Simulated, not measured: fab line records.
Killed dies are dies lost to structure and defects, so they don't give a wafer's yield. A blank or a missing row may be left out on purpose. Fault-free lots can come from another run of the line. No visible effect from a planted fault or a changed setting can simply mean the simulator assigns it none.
fab line records	flow nand_harc	part 1 of 2: steps 1 to 23 of 29
[record] lots = 5	wafers = 15	last_day = 33
route steps=1302 shown A_WL_FILL@974 A_CONTACT@983
lots that met no fault: from a run of the same line without faults
start_h: hours from the record's first day to the start of the lot's first wafer shown	wait_h: hours elapsed since this lot's preceding step	" identical to the entry in the row above	L1.1+2: a single row standing in for several wafers	- value missing, or start not given	* or withheld: withheld	< > ~ a bound
route shown NAME@n: NAME is a module with steps in the file, n the number in the route of the first one	usual: mean/standard deviation of fault-free wafers	same: alike in all rows	chamber/n: place in a boat	sites: per-site readings	_std_site: standard deviation of those values	_edge_site: inner sites' mean taken away from outer sites' mean	radius_mm: for every site, how far away it sits from the centre of the wafer	mask NAME#n: copy n	behind: the last tool/chamber to shape the wafer	hold: why the lot went on hold/how many hours it stayed there/how the hold came to an end	device: transistor that didn't switch, given as n, p or np	end of line: the tests these same wafers got at the end of their route	a step given without rows: its recipe and nothing more	killed: count of dies lost to structure and defects at first sort (not the wafer's yield)	map: a wafer's dies, x killed, . not, _ none there
set.NAME: the setting that was run; set.NAME@STEP: the one run at that earlier step	model.NAME: the simulator's own value behind a step, which no gauge read
a table for each step, a row for each wafer; lots at some steps of the route
services: the hour from which a tool's chamber was out of use, counted from the record's first day as start_h (under 0 if before that day), plus the number of hours and why
[[steps]]
[step NHARC_A_WL_FILL_SRD_14]
lot.wafer	tool	chamber	start_h	wait_h
L074.2+5+3	wet_bench-03	7,1,4	492.66	0.0
L086.5+1+2	wet_bench-03	2,4,5	605.64	0.0
L088.5+6+2	wet_bench-01	6,2,3	621.80	0.0
L090.5+2+6	wet_bench-07	4,7,1	634.76	0.0
L096.6+1+5	wet_bench-01	3,5,7	694.65	0.0
[step NHARC_A_WL_FILL_ALD_19]
[recipe] target_thk_a = 20	pulse_time_s = 3	ald_cycles = 100	temp_c = 450	material = TiN
[usual] heater_power_w = 1121/130	precursor_pulse_height_rel = 1.001/0.019
lot.wafer	tool	chamber	start_h	wait_h	heater_power_w	precursor_pulse_height_rel
L074.3	ald_metal-02	0	492.76	0.1	1169	0.985
L074.2	"	3	"	"	1153	1.015
L074.5	"	0	"	"	1222	1.012
L086.2	ald_metal-04	1	605.74	0.1	948	1.017
L086.1	"	0	"	"	1163	1.013
L086.5	"	1	"	"	972	1.005
L088.2	ald_metal-02	2	621.96	0.2	1221	0.996
L088.6	"	3	"	"	1146	1.001
L088.5	"	0	"	"	1195	0.997
L090.2	ald_metal-03	3	634.89	0.1	1256	0.983
L090.5	"	1	"	"	1354	0.995
L090.6	"	0	"	"	895	1.004
L096.1	ald_metal-02	3	694.75	0.1	1184	0.978
L096.6	"	3	"	"	1174	1.025
L096.5	"	0	"	"	1207	1.025
[step NHARC_A_WL_FILL_CVD_20]
[recipe] target_thk_a = 1000	temp_c = 400	pressure_torr = 40	wf6_flow_sccm = 40	h2_flow_sccm = 1600	ar_flow_sccm = 1560	time_s = 74	material = W
[usual] heater_power_w = 859/71	throttle_valve_pct = 8.1/0.37
lot.wafer	tool	chamber	start_h	wait_h	heater_power_w	throttle_valve_pct
L074.2	cvd_w-02	1	-	-	902	8.4
L074.3	"	0	"	"	920	7.3
L074.5	"	1	"	"	893	8.4
L086.1	cvd_w-02	1	-	-	886	8.1
L086.2	"	0	"	"	913	7.6
L086.5	"	1	"	"	895	8.1
L088.2	cvd_w-02	1	-	-	911	8.4
L088.6	"	0	"	"	925	7.6
L088.5	"	1	"	"	901	8.6
L090.2	cvd_w-01	1	-	-	730	8.3
L090.6	"	1	"	"	710	8.4
L090.5	"	0	"	"	829	8.0
L096.1	cvd_w-02	1	-	-	870	8.5
L096.5	"	1	"	"	875	8.2
L096.6	"	1	"	"	856	8.2
[step NHARC_A_WL_FILL_CMP_12]
[recipe] t_overpolish_s = 30	target_thk_nm = 100
[usual] motor_current_A = 12.1/0.63	overpolish_run_s = 29.999/0.0084	time_to_endpoint_s = 21.2/2.8
[same] t_overpolish_s = 30
lot.wafer	tool	chamber	start_h	wait_h	motor_current_A	overpolish_run_s	time_to_endpoint_s
L074.3	cmp-01	1	493.18	0.1	12.2	29.995	22.6
L074.2	"	2	"	"	11.5	29.993	17.7
L074.5	"	0	"	"	11.2	30.000	14.7
L086.2	cmp-02	2	606.14	0.2	11.6	29.998	25.1
L086.1	"	3	"	"	12.0	29.996	24.1
L086.5	"	1	"	"	12.3	29.993	20.0
L088.2	cmp-01	2	622.35	0.2	12.4	30.012	23.3
L088.6	"	3	"	"	12.1	29.986	24.4
L088.5	"	0	"	"	11.4	29.988	23.3
L090.2	cmp-04	0	635.73	0.2	12.2	30.013	19.7
L090.5	"	3	"	"	12.3	30.008	26.0
L090.6	"	0	"	"	12.9	29.987	21.4
L096.1	cmp-04	1	695.32	0.3	12.6	30.004	25.1
L096.6	"	3	"	"	12.2	30.015	25.3
L096.5	"	0	"	"	11.8	30.002	18.8
[step NHARC_A_WL_FILL_SRD_31]
lot.wafer	tool	chamber	start_h	wait_h
L074.2+5+3	wet_bench-01	1,3,5	493.47	0.0
L086.1+5+2	wet_bench-01	7,1,2	606.44	0.0
L088.2+5+6	wet_bench-03	1,3,4	622.61	0.0
L090.5+6+2	wet_bench-03	5,6,7	636.03	0.0
L096.1+5+6	wet_bench-03	7,1,2	695.60	0.0
[step NHARC_A_WL_FILL_INSPECT_15]
[usual] raw_defect_count = 443/110
lot.wafer	tool	chamber	start_h	wait_h	raw_defect_count
L074.2	defect_inspect-01	-	493.62	0.0	373
L074.3	"	-	"	"	473
L074.5	"	-	"	"	482
L086.1	defect_inspect-01	-	606.60	0.0	441
L086.2	"	-	"	"	456
L086.5	"	-	"	"	409
L088.2	defect_inspect-01	-	622.74	0.0	363
L088.5	"	-	"	"	384
L088.6	"	-	"	"	556
L090.2	defect_inspect-01	-	636.19	0.0	440
L090.5	"	-	"	"	441
L090.6	"	-	"	"	502
L096.1	defect_inspect-02	-	695.75	0.0	367
L096.5	"	-	"	"	502
L096.6	"	-	"	"	357
[step NHARC_A_CONTACT_DEP_24]
[recipe] target_thk_a = 5000	temp_c = 400	pressure_torr = 6.5	rf_w = 900	teos_flow_sccm = 161.4	flow_sccm = 2650	target_thk_nm = 500	gas = O2	material = SiO2
[usual] heater_power_w = 525/130	rf_fwd_power_W = 899/3.1	throttle_valve_pct = 16.0/0.4
lot.wafer	tool	chamber	start_h	wait_h	heater_power_w	rf_fwd_power_W	throttle_valve_pct
L074.3	pecvd-04	1	493.69	0.1	846	898	15.7
L074.2	"	0	"	"	606	898	15.7
L074.5	"	1	"	"	869	901	15.8
L086.2	pecvd-01	0	606.67	0.1	584	894	16.0
L086.1	"	1	"	"	505	900	16.2
L086.5	"	0	"	"	619	894	15.9
L088.2	pecvd-04	1	622.81	0.1	786	901	16.0
L088.5	"	2	"	"	392	896	15.9
L088.6	"	0	"	"	614	896	15.9
L090.2	pecvd-03	0	636.32	0.1	487	900	16.0
L090.5	"	0	"	"	509	903	16.1
L090.6	"	1	"	"	451	901	15.3
L096.1	pecvd-01	2	695.82	0.1	362	896	15.5
L096.6	"	0	"	"	552	894	15.8
L096.5	"	1	"	"	636	899	16.3
[step NHARC_A_CONTACT_DEP_28]
[recipe] target_thk_a = 70000	temp_c = 400	material = aC
[usual] throttle_valve_pct = 34.999/0.0084
lot.wafer	tool	chamber	start_h	wait_h	throttle_valve_pct
L074.2	acl_dep-01	0	500.42	6.2	35.001
L074.3	"	0	"	"	35.018
L074.5	"	0	502.54	8.3	35.011
L086.1	acl_dep-03	0	607.67	0.4	34.999
L086.2	"	0	"	"	35.001
L086.5	"	0	610.52	3.3	34.979
L088.2	acl_dep-02	0	624.13	0.8	35.002
L088.5	"	0	626.26	2.9	35.004
L088.6	"	0	"	"	35.012
L090.2	acl_dep-01	0	640.45	3.6	34.996
L090.5	"	0	642.60	5.8	34.993
L090.6	"	0	"	"	35.009
L096.1	acl_dep-01	0	696.79	0.4	35.002
L096.5	"	0	699.59	3.2	34.998
L096.6	"	0	"	"	34.994
[step NHARC_A_CONTACT_DEP_29]
[recipe] target_thk_a = 1000	target_thk_nm = 100	temp_c = 400	pressure_torr = 3.5	flow_sccm = 200	rf_w = 350	material = SiON
[usual] heater_power_w = 735/130	rf_fwd_power_W = 348.6/1.1
lot.wafer	tool	chamber	start_h	wait_h	heater_power_w	rf_fwd_power_W
L074.3	pecvd-03	1	504.03	2.2	678	349.3
L074.2	"	2	"	"	877	349.1
L074.5	"	0	"	"	607	348.9
L086.1	pecvd-03	1	611.97	3.6	613	348.4
L086.2	"	0	"	"	601	347.9
L086.5	"	2	"	"	807	349.2
L088.2	pecvd-03	2	627.74	2.9	889	349.4
L088.6	"	1	"	"	624	349.5
L088.5	"	2	"	"	916	348.3
L090.2	pecvd-03	0	644.05	2.9	655	349.1
L090.6	"	0	"	"	657	349.7
L090.5	"	1	"	"	630	349.3
L096.1	pecvd-04	1	701.08	3.6	901	349.7
L096.5	"	2	"	"	621	348.7
L096.6	"	1	"	"	901	349.7
[step NHARC_A_CONTACT_DEHYDRATE_32]
[recipe] temp_c = 150	time_s = 120
[usual] chill_plate_temp_C = 22.99/0.095	heater_power_total_W = 182.8/1.2
lot.wafer	tool	chamber	start_h	wait_h	chill_plate_temp_C	heater_power_total_W
L074.2	litho_track-04	0	504.27	0.2	23.01	180.8
L074.3	"	0	"	"	23.00	183.1
L074.5	"	0	"	"	23.08	183.8
L086.1	litho_track-04	0	612.25	0.2	22.94	182.6
L086.2	"	0	"	"	23.08	184.3
L086.5	"	0	"	"	22.93	181.1
L088.2	litho_track-04	0	628.05	0.3	23.01	184.6
L088.5	"	0	"	"	23.28	181.7
L088.6	"	0	"	"	23.06	181.7
L090.2	litho_track-01	0	644.32	0.2	22.78	181.5
L090.5	"	0	"	"	22.86	184.7
L090.6	"	0	"	"	22.96	184.4
L096.1	litho_track-04	0	701.29	0.2	22.97	184.2
L096.5	"	0	"	"	22.93	183.7
L096.6	"	0	"	"	22.87	181.5
[step NHARC_A_CONTACT_HMDS_33]
[recipe] time_s = 30
[usual] chill_plate_temp_C = 22.99/0.13
lot.wafer	tool	chamber	start_h	wait_h	chill_plate_temp_C
L074.2	litho_track-04	0	-	-	22.91
L074.3	"	0	"	"	22.98
L074.5	"	0	"	"	22.88
L086.1	litho_track-04	0	-	-	23.14
L086.2	"	0	"	"	23.11
L086.5	"	0	"	"	23.13
L088.2	litho_track-04	0	-	-	22.88
L088.5	"	0	"	"	22.80
L088.6	"	0	"	"	22.78
L090.2	litho_track-01	0	-	-	22.98
L090.5	"	0	"	"	23.03
L090.6	"	0	"	"	23.12
L096.1	litho_track-04	0	-	-	23.06
L096.5	"	0	"	"	23.05
L096.6	"	0	"	"	23.15
[step NHARC_A_CONTACT_COAT_34]
[recipe] temp_c = 260	time_s = 75
[usual] chill_plate_temp_C = 23.00/0.11	heater_power_total_W = 486.8/1.7
lot.wafer	tool	chamber	start_h	wait_h	chill_plate_temp_C	heater_power_total_W
L074.2	litho_track-04	0	-	-	23.08	484.9
L074.3	"	0	"	"	22.97	484.5
L074.5	"	0	"	"	22.92	484.7
L086.1	litho_track-04	0	-	-	22.99	486.1
L086.2	"	0	"	"	22.94	486.8
L086.5	"	0	"	"	22.97	489.1
L088.2	litho_track-04	0	-	-	22.94	488.7
L088.5	"	0	"	"	23.05	484.9
L088.6	"	0	"	"	23.16	485.6
L090.2	litho_track-01	0	-	-	22.84	486.8
L090.5	"	0	"	"	23.03	487.2
L090.6	"	0	"	"	23.07	489.5
L096.1	litho_track-04	0	-	-	22.94	488.8
L096.5	"	0	"	"	22.87	487.6
L096.6	"	0	"	"	22.80	488.0
[step NHARC_A_CONTACT_COAT_35]
[recipe] temp_c = 225	time_s = 65
[usual] chill_plate_temp_C = 23.00/0.11	heater_power_total_W = 446.6/2
lot.wafer	tool	chamber	start_h	wait_h	chill_plate_temp_C	heater_power_total_W
L074.2	litho_track-04	0	-	-	23.08	449.1
L074.3	"	0	"	"	23.05	449.2
L074.5	"	0	"	"	23.09	444.7
L086.1	litho_track-04	0	-	-	23.08	447.0
L086.2	"	0	"	"	22.97	449.7
L086.5	"	0	"	"	23.12	445.3
L088.2	litho_track-04	0	-	-	23.02	447.4
L088.5	"	0	"	"	23.18	449.4
L088.6	"	0	"	"	22.93	443.9
L090.2	litho_track-01	0	-	-	23.02	445.5
L090.5	"	0	"	"	22.84	445.8
L090.6	"	0	"	"	23.13	444.4
L096.1	litho_track-04	0	-	-	23.10	447.7
L096.5	"	0	"	"	23.11	449.6
L096.6	"	0	"	"	23.01	445.9
[step NHARC_A_CONTACT_COAT_36]
[recipe] spin_rpm = 1500	resist_thk_nm = 90
[usual] chill_plate_temp_C = 23.00/0.1
lot.wafer	tool	chamber	start_h	wait_h	chill_plate_temp_C
L074.2	litho_track-04	0	-	-	22.98
L074.3	"	0	"	"	22.94
L074.5	"	0	"	"	22.99
L086.1	litho_track-04	0	-	-	23.00
L086.2	"	0	"	"	23.00
L086.5	"	0	"	"	23.01
L088.2	litho_track-04	0	-	-	22.90
L088.5	"	0	"	"	22.92
L088.6	"	0	"	"	22.86
L090.2	litho_track-01	0	-	-	23.10
L090.5	"	0	"	"	23.09
L090.6	"	0	"	"	23.15
L096.1	litho_track-04	0	-	-	22.99
L096.5	"	0	"	"	22.97
L096.6	"	0	"	"	22.95
[step NHARC_A_CONTACT_SOFTBAKE_37]
[recipe] temp_c = 105	time_s = 55
[usual] chill_plate_temp_C = 23.00/0.1	heater_power_total_W = 188.46/0.15
lot.wafer	tool	chamber	start_h	wait_h	chill_plate_temp_C	heater_power_total_W
L074.2	litho_track-04	0	-	-	22.96	188.61
L074.3	"	0	"	"	23.04	188.31
L074.5	"	0	"	"	23.04	188.48
L086.1	litho_track-04	0	-	-	22.84	188.28
L086.2	"	0	"	"	22.81	188.32
L086.5	"	0	"	"	23.00	188.32
L088.2	litho_track-04	0	-	-	23.04	188.71
L088.5	"	0	"	"	23.12	188.77
L088.6	"	0	"	"	23.00	188.57
L090.2	litho_track-01	0	-	-	23.11	188.30
L090.5	"	0	"	"	23.11	188.31
L090.6	"	0	"	"	23.04	188.36
L096.1	litho_track-04	0	-	-	22.91	188.51
L096.5	"	0	"	"	22.97	188.51
L096.6	"	0	"	"	23.02	188.34
[step NHARC_A_CONTACT_EBR_38]
[usual] chill_plate_temp_C = 23.00/0.092
lot.wafer	tool	chamber	start_h	wait_h	chill_plate_temp_C
L074.2	litho_track-04	0	-	-	23.02
L074.3	"	0	"	"	22.95
L074.5	"	0	"	"	22.97
L086.1	litho_track-04	0	-	-	22.95
L086.2	"	0	"	"	23.04
L086.5	"	0	"	"	22.91
L088.2	litho_track-04	0	-	-	22.85
L088.5	"	0	"	"	23.22
L088.6	"	0	"	"	23.07
L090.2	litho_track-01	0	-	-	23.11
L090.5	"	0	"	"	23.11
L090.6	"	0	"	"	23.00
L096.1	litho_track-04	0	-	-	23.14
L096.5	"	0	"	"	23.15
L096.6	"	0	"	"	22.97
[step NHARC_A_CONTACT_EXPOSE_39]
[recipe] na = 1.35	sigma_outer = 0.8	dose_mj = 58.79	mask_id = A_CC_3
lot.wafer	tool	chamber	start_h	wait_h	mask
L074.2+3+5	arfi_scanner-01	0	504.46	-	A_CC_3#0
L086.1+2+5	arfi_scanner-02	0	612.56	-	A_CC_3#0
L088.2+5+6	arfi_scanner-01	0	628.37	-	A_CC_3#0
L090.2+5+6	arfi_scanner-02	0	644.51	-	A_CC_3#0
L096.1+5+6	arfi_scanner-02	0	701.48	-	A_CC_3#0
[step NHARC_A_CONTACT_PEB_40]
[recipe] peb_temp_c = 100	peb_time_s = 65
[usual] chill_plate_temp_C = 23.03/0.1	heater_power_total_W = 156.6/0.4
lot.wafer	tool	chamber	start_h	wait_h	chill_plate_temp_C	heater_power_total_W
L074.2	litho_track-01	0	504.51	0.1	23.02	156.1
L074.3	"	0	"	"	22.99	156.0
L074.5	"	0	"	"	23.03	157.1
L086.1	litho_track-04	0	612.62	0.1	22.79	156.4
L086.2	"	0	"	"	22.96	156.8
L086.5	"	0	"	"	22.98	156.2
L088.2	litho_track-04	0	628.42	0.1	23.03	157.1
L088.5	"	0	"	"	22.92	156.5
L088.6	"	0	"	"	23.01	156.5
L090.2	litho_track-04	0	644.57	0.1	22.89	157.1
L090.5	"	0	"	"	22.93	156.5
L090.6	"	0	"	"	23.02	156.3
L096.1	litho_track-01	0	701.54	0.1	22.92	157.1
L096.5	"	0	"	"	22.89	157.0
L096.6	"	0	"	"	23.17	156.4
[step NHARC_A_CONTACT_DEVELOP_41]
[recipe] develop_time_s = 35	dev_temp_c = 23
[usual] chill_plate_temp_C = 22.99/0.1
lot.wafer	tool	chamber	start_h	wait_h	chill_plate_temp_C
L074.2	litho_track-01	0	-	-	22.98
L074.3	"	0	"	"	23.03
L074.5	"	0	"	"	23.17
L086.1	litho_track-04	0	-	-	22.96
L086.2	"	0	"	"	22.88
L086.5	"	0	"	"	22.85
L088.2	litho_track-04	0	-	-	23.09
L088.5	"	0	"	"	22.97
L088.6	"	0	"	"	23.09
L090.2	litho_track-04	0	-	-	23.00
L090.5	"	0	"	"	23.03
L090.6	"	0	"	"	23.10
L096.1	litho_track-01	0	-	-	23.00
L096.5	"	0	"	"	23.01
L096.6	"	0	"	"	22.92
[step NHARC_A_CONTACT_CD_MEAS_42]
[recipe] target_cd_nm = 300	landing_energy_ev = 500
[usual] cd_nm = 300.1/0.63
lot.wafer	tool	chamber	start_h	wait_h	cd_nm
L074.2	cd_sem-01	0	504.60	-	300.4
L074.3	"	0	"	"	301.0
L074.5	"	0	"	"	299.3
L086.1	cd_sem-03	0	612.70	-	299.8
L086.2	"	0	"	"	298.9
L086.5	"	0	"	"	301.4
L088.2	cd_sem-01	0	628.50	-	300.3
L088.5	"	0	"	"	299.9
L088.6	"	0	"	"	301.4
L090.2	cd_sem-02	0	644.65	-	299.7
L090.5	"	0	"	"	299.6
L090.6	"	0	"	"	300.1
L096.1	cd_sem-03	0	701.61	-	300.8
L096.5	"	0	"	"	299.7
L096.6	"	0	"	"	301.0
[step NHARC_A_CONTACT_OVL_MEAS_43]
[usual] overlay_x_nm = 0.1/0.9	overlay_y_nm = 0.0/0.89
lot.wafer	tool	chamber	start_h	wait_h	overlay_x_nm	overlay_y_nm
L074.2	overlay-02	-	504.68	-	1.0	-0.8
L074.3	"	-	"	"	0.3	-1.1
L074.5	"	-	"	"	0.8	-0.6
L086.1	overlay-01	-	612.79	-	-0.2	0.3
L086.2	"	-	"	"	-0.1	-0.6
L086.5	"	-	"	"	-0.6	-0.4
L088.2	overlay-02	-	628.59	-	0.3	0.0
L088.5	"	-	"	"	0.3	0.1
L088.6	"	-	"	"	0.4	-0.5
L090.2	overlay-01	-	644.73	-	1.1	-0.3
L090.5	"	-	"	"	1.0	0.2
L090.6	"	-	"	"	0.9	0.2
L096.1	overlay-02	-	701.70	-	0.4	-2.2
L096.5	"	-	"	"	0.3	-1.8
L096.6	"	-	"	"	1.0	-2.6
[step NHARC_A_CONTACT_INSPECT_44]
[usual] raw_defect_count = 75/38
lot.wafer	tool	chamber	start_h	wait_h	raw_defect_count
L074.2	defect_inspect-02	-	504.72	0.0	55
L074.3	"	-	"	"	58
L074.5	"	-	"	"	62
L086.1	defect_inspect-01	-	612.82	0.0	92
L086.2	"	-	"	"	93
L086.5	"	-	"	"	77
L088.2	defect_inspect-02	-	628.63	0.0	144
L088.5	"	-	"	"	139
L088.6	"	-	"	"	147
L090.2	defect_inspect-01	-	644.77	0.0	57
L090.5	"	-	"	"	56
L090.6	"	-	"	"	50
L096.1	defect_inspect-01	-	701.74	0.0	83
L096.5	"	-	"	"	70
L096.6	"	-	"	"	74
[step NHARC_A_CONTACT_DESCUM_47]
[recipe] time_s = 3	o2_flow_sccm = 200	ar_flow_sccm = 0	bias_power_w = 0	chemistry = O2
[usual] drypump_motor_current_A = 5.8/0.37	o2_flow_sccm = 200.0/0.62	oes_product_au = 0.997/0.012	rf_vpp_V = 57.6/0.96	showerhead_plenum_p_Torr = 1.87/0.11	throttle_valve_pct = 11.310/0.0091
lot.wafer	tool	chamber	start_h	wait_h	drypump_motor_current_A	o2_flow_sccm	oes_product_au	rf_hours_counter_h	rf_vpp_V	showerhead_plenum_p_Torr	throttle_valve_pct
L074.2	rie_diel-01	3	504.79	0.1	5.2	200.9	1.009	36	57.6	1.80	11.311
L074.3	"	1	"	"	6.4	199.9	0.978	43	58.3	1.96	11.304
L074.5	"	2	"	"	5.7	199.9	1.006	-	58.7	1.83	11.311
L086.2	rie_diel-02	0	612.88	0.1	6.0	200.2	1.010	4	57.5	2.02	11.325
L086.1	"	1	"	"	5.7	199.6	0.987	5	57.3	1.79	11.326
L086.5	"	0	"	"	6.0	199.7	1.009	-	57.3	2.02	11.309
L088.2	rie_diel-01	2	628.71	0.1	5.7	200.0	1.004	14	57.7	1.82	11.313
L088.5	"	3	"	"	5.2	200.3	0.998	-	57.2	1.79	11.315
L088.6	"	0	"	"	5.1	200.1	1.013	-	57.3	1.87	11.301
L090.2	rie_diel-02	2	644.86	0.1	5.8	199.4	1.000	12	58.1	1.77	11.324
L090.5	"	3	"	"	5.9	199.0	0.985	-	58.1	1.79	11.315
L090.6	"	0	"	"	6.0	200.5	0.992	-	57.4	2.02	11.307
L096.1	rie_diel-02	2	701.84	0.1	5.8	199.4	1.013	21	57.4	1.77	11.306
L096.5	"	2	"	"	5.8	199.9	1.011	-	58.6	1.77	11.304
L096.6	"	3	"	"	5.9	200.9	0.996	-	57.0	1.79	11.311
